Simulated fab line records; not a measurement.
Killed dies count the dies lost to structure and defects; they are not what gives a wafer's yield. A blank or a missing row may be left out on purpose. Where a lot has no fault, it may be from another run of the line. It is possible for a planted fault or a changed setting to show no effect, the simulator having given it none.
Chamber matching + flow nand_harc + 4 sister chambers for NHARC_P_BONDPAD_CMP_19 on cmp-01
The step polishes, t overpolish 30 s, cu recess touch 16 s, target thk 160.81 nm. 8 wafers are shown with their chamber, then 8 later ones without.

WAFERS PAIRED WITH THEIR CHAMBERS
| wafer  | chamber | motor_current_A (A) | overpolish_run_s (s) |
|--------|---------|---------------------|----------------------|
| L076.4 | 1       | 12.0                | 30.006               |
| L082.1 | 2       | 12.9                | 29.999               |
| L084.5 | 0       | 13.7                | 29.994               |
| L084.6 | 3       | 9.6                 | 29.992               |
| L088.1 | 3       | 10.6                | 30.020               |
| L088.3 | 1       | 11.9                | 29.996               |
| L088.5 | 2       | 12.5                | 30.009               |
| L089.1 | 0       | 13.5                | 29.993               |

WAFERS WITH NO CHAMBER GIVEN
| wafer  | motor_current_A (A) | overpolish_run_s (s) |
|--------|---------------------|----------------------|
| L089.2 | 11.8                | 30.001               |
| L089.6 | 12.5                | 29.992               |
| L091.4 | 13.4                | 30.003               |
| L091.5 | 12.8                | 29.988               |
| L091.6 | 11.4                | 30.001               |
| L095.3 | 13.0                | 29.997               |
| L095.5 | 12.7                | 30.000               |
| L095.6 | 10.3                | 30.001               |

EACH ONE'S CHAMBER
| wafer  | from the rows above          | in truth |
|--------|------------------------------|----------|
| L089.2 | can't be placed: 1 or 2      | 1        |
| L089.6 | can't be placed: 2 or 1 or 0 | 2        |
| L091.4 | can't be placed: 0 or 2      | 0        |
| L091.5 | can't be placed: 2 or 0 or 1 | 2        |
| L091.6 | can't be placed: 1 or 2 or 3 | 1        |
| L095.3 | can't be placed: 2 or 0 or 1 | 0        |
| L095.5 | can't be placed: 2 or 1      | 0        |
| L095.6 | 3                            | 3        |
1 of 8 placed correctly. These rows do not allow placing 7 (true chamber among the candidates in 6). Wrongly placed: 0.
How it was worked out, from the rows above alone: a wafer's distance from a chamber is the root of the sum, over the readings, of the square of ((its reading less the chamber's mean) divided by the reading's scatter). If the next closest chamber is less than 2 further off than the closest, the wafer can't be placed; otherwise it belongs to the closest. For every chamber, the mean is computed from those of its wafers that are shown. How the scatter is found: for the shown wafers, subtract from each reading the mean of its chamber, square and add these, divide the total by (wafers less chambers), then take the root.
